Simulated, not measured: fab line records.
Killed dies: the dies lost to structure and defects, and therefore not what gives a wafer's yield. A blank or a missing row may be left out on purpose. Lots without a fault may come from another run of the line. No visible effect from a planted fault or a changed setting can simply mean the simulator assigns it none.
Chamber matching | flow n5 finfet | N5_BEOL_M2_ILD_DEP_00 on pecvd-02: 3 sister chambers
The step deposits SiOC from DEMS/O2, target thk 79 nm, time 15.3 s. 6 wafers are shown with their chamber, then 11 later ones without.

## WAFERS WITH THEIR CHAMBER
wafer  | chamber | throttle valve pct (%) | heater power w (W)
L085.5 | 2       | 11.2                   | 462
L085.6 | 0       | 12.2                   | 531
L086.1 | 1       | 13.1                   | 415
L086.2 | 0       | 12.3                   | 456
L086.5 | 1       | 13.1                   | 426
L090.1 | 2       | 11.8                   | 469

## WAFERS WITH NO CHAMBER GIVEN
wafer  | throttle valve pct (%) | heater power w (W)
L090.5 | 12.2                   | 529
L090.6 | 11.5                   | 476
L092.2 | 13.2                   | 454
L092.5 | 12.2                   | 538
L092.6 | 11.8                   | 417
L094.4 | 11.7                   | 478
L094.5 | 13.1                   | 447
L094.6 | 12.3                   | 453
L095.1 | 13.0                   | 447
L095.5 | 12.0                   | 396
L095.6 | 13.1                   | 463

## THE CHAMBER EACH PASSED THROUGH
wafer  | from the rows above          | in truth
L090.5 | 0                            | 0
L090.6 | 2                            | 2
L092.2 | 1                            | 1
L092.5 | 0                            | 0
L092.6 | can't be placed: 2 or 0      | 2
L094.4 | can't be placed: 2 or 0      | 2
L094.5 | 1                            | 1
L094.6 | can't be placed: 0 or 2      | 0
L095.1 | 1                            | 1
L095.5 | can't be placed: 2 or 0 or 1 | 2
L095.6 | 1                            | 1
7 of 11 placed correctly. Can't be placed from these rows: 4 (the true chamber is among the candidates in 4). Placed wrongly: 0.
How it was worked out, from the rows above alone: a wafer's distance from a chamber is the root of the sum, over the readings, of the square of ((its reading less the chamber's mean) divided by the reading's scatter). If the next closest chamber is less than 2 further off than the closest, the wafer can't be placed; otherwise it belongs to the closest. For every chamber, the mean is computed from those of its wafers that are shown. How the scatter is found: for the shown wafers, subtract from each reading the mean of its chamber, square and add these, divide the total by (wafers less chambers), then take the root.
